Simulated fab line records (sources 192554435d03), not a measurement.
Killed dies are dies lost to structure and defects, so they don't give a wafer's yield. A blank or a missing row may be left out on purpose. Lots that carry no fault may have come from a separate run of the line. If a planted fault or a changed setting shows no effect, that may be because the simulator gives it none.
A struck lot beside a sound one + flow n5 finfet + 15 steps out of a route of 1938
Sound: these wafers, L107.2, L107.5, L107.6. Struck: wafer L111.6; the same lot's L111.1 was not struck, so it is left out; see the end for the cause.
For every step that has rows: the tool of each side, followed by ch and its chambers, followed by its first start. Under that, the readings that differ: sound wafers + struck wafers + difference of the means + sigmas: that difference in standard deviations of wafers without a fault.
alike: readings with means less than 2 such deviations apart, plus words and numbers identical on both sides. not compared: withheld readings, readings lacking a value on some wafer, bounds such as >300 that could conceal the same value, and numbers that have no deviation in the record and whose values overlap.
The two part at a step that has a row with sigmas, a row that says differs or no value, or rows on one side only. Numbers that don't overlap but have no deviation are shown without sigmas and don't part them. A reading that every wafer of one side lacks parts them only if that side has two wafers or more.

first, 2 steps without rows for these wafers: N5_BEOL_M2_PEB_09 (peb time 60 s); N5_BEOL_M2_DEVELOP_10 (develop time 30 s).
N5_BEOL_M2_CD_MEAS_11: target cd 16.79 nm.
  sound on cd sem-03 ch 0, day 7 01:04; struck on cd sem-02 ch 0, day 7 19:57
  alike: cd nm
N5_BEOL_M2_OVL_MEAS_12:
  sound on overlay-01 ch 0, day 7 01:06; struck on overlay-01 ch 0, day 7 19:59
  alike: M2_OVL
N5_BEOL_M2_INSPECT_13: inspects for defects (brightfield).
  sound on defect inspect-02 at day 7 01:09; struck on defect inspect-02 at day 7 20:02
  alike: raw defect count
N5_BEOL_M2_DESCUM_16: chemistry O2, time 7 s.
  sound on rie diel-03 ch 0,3, day 7 01:16; struck on rie diel-04 ch 3, day 7 20:04
  alike: drypump motor current A, oes product au, rf vpp V, showerhead plenum p Torr, throttle valve pct
  not compared: rf hours counter h
N5_BEOL_M2_ETCH_74: etches underlayer in N2/H2, target depth 6.5 nm, time 5.2 s.
  sound on rie diel-03 ch 0,3, day 7 01:17; struck on rie diel-04 ch 3, day 7 20:06
  alike: drypump motor current A, etch rf on time s, oes product au, rf vpp V, showerhead plenum p Torr, throttle valve pct
  not compared: rf hours counter h
N5_BEOL_M2_ETCH_63: etches SiARC in CF4, target depth 15.6 nm, time 26 s.
  sound on rie diel-03 ch 0,3, day 7 01:19; struck on rie diel-04 ch 3, day 7 20:07
  alike: drypump motor current A, etch rf on time s, oes product au, rf vpp V, showerhead plenum p Torr, throttle valve pct
  not compared: rf hours counter h
N5_BEOL_M2_ETCH_64: etches SOC in N2/H2, target depth 75 nm, overetch 22.5 nm, time 121.9 s.
  sound on rie diel-03 ch 0,3, day 7 01:20; struck on rie diel-04 ch 3, day 7 20:09
  alike: drypump motor current A, oes product au, rf vpp V, showerhead plenum p Torr, throttle valve pct
  not compared: rf hours counter h
then, 3 steps without rows for these wafers: N5_BEOL_M2_STRIP_65 (strips in N2/H2); N5_BEOL_M2_STRIP_75 (strips in N2/H2); N5_BEOL_M2_STRIP_66 (strips in CF4).
N5_BEOL_M2_HM_OPEN_17: chemistry Cl2/BCl3, target TiN, target depth 20 nm, overetch 6 nm.
  sound on rie metal-02 ch 0,1, day 7 01:31; struck on rie metal-01 ch 0, day 7 20:19
| reading                                  | sound          | struck | difference | sigmas |
|------------------------------------------|----------------|--------|------------|--------|
| model.SOC_of_BEOL_M2_COAT_61.thk nm (nm) | 52.4 52.2 52.4 | 49.4   | -2.9       |        |
| model.BEOL_M2.cd offset nm (nm)          | -0.2 -0.2 0    | 0.8    | +0.9       |        |
  alike: drypump motor current A, he backside leak sccm, oes product au, throttle valve pct
  not compared: rf hours counter h
N5_BEOL_M2_STRIP_19: strips in O2.
  sound on rie diel-01 ch 0,3, day 7 01:38; struck on rie diel-03 ch 1, day 7 20:26
  alike: drypump motor current A, oes product au, rf vpp V, showerhead plenum p Torr, throttle valve pct
  not compared: rf hours counter h
N5_BEOL_M4_RC_MEAS_101:
  sound on prober-01 ch 0, day 8 05:38; struck on prober-01 ch 0, day 9 04:19
| reading       | sound       | struck | difference | sigmas |
|---------------|-------------|--------|------------|--------|
| ION_P (uA/um) | 463 473 468 | 452    | -16        | -2     |
  alike: DIBL_N, DIBL_P, IOFF_N, IOFF_P, ION_N, SS_N, SS_P, VT_N, VT_P

WHERE THEY PART
N5_BEOL_M4_RC_MEAS_101 only, going by this record.

WHY: whatever the simulator had introduced
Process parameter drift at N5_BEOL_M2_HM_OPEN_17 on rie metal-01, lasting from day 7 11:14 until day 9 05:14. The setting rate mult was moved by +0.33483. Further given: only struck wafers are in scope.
